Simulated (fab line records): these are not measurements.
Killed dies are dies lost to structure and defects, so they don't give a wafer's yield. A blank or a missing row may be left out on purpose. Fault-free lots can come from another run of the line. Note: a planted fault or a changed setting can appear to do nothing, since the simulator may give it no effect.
Chamber matching -- flow n5 finfet -- N5_FIN_SAQP_STRIP_77 on rie diel-04 has 4 sister chambers
The step strips in N2/H2, time 90 s. 4 wafers are shown with their chamber, then 7 later ones without.

WAFERS WITH THEIR CHAMBER
wafer,chamber,showerhead plenum p Torr (Torr)
L084.4,2,3.24
L084.6,0,3.35
L085.2,3,3.61
L085.3,1,3.46

WAFERS MISSING THEIR CHAMBER
wafer,showerhead plenum p Torr (Torr)
L085.6,3.61
L087.1,3.34
L087.2,3.46
L087.6,3.23
L089.2,3.60
L089.4,3.23
L089.5,3.23

WHICH CHAMBER EACH ONE RAN IN
wafer,from the rows above,in truth
L085.6,3,3
L087.1,0,0
L087.2,1,1
L087.6,2,2
L089.2,3,3
L089.4,2,2
L089.5,2,2
Placed correctly: 7 of 7. Number that these rows cannot place: 0. Wrongly placed: 0.
How it was worked out, from the rows above alone: a wafer's distance from a chamber is the root of the sum, over the readings, of the square of ((its reading less the chamber's mean) divided by the reading's scatter). If the next closest chamber is less than 2 further off than the closest, the wafer can't be placed; otherwise it belongs to the closest. The mean given for a chamber averages the wafers shown for that chamber. The scatter: with one shown wafer a chamber, the root of the mean of the squares of how far each hidden wafer lies from its nearest shown one.
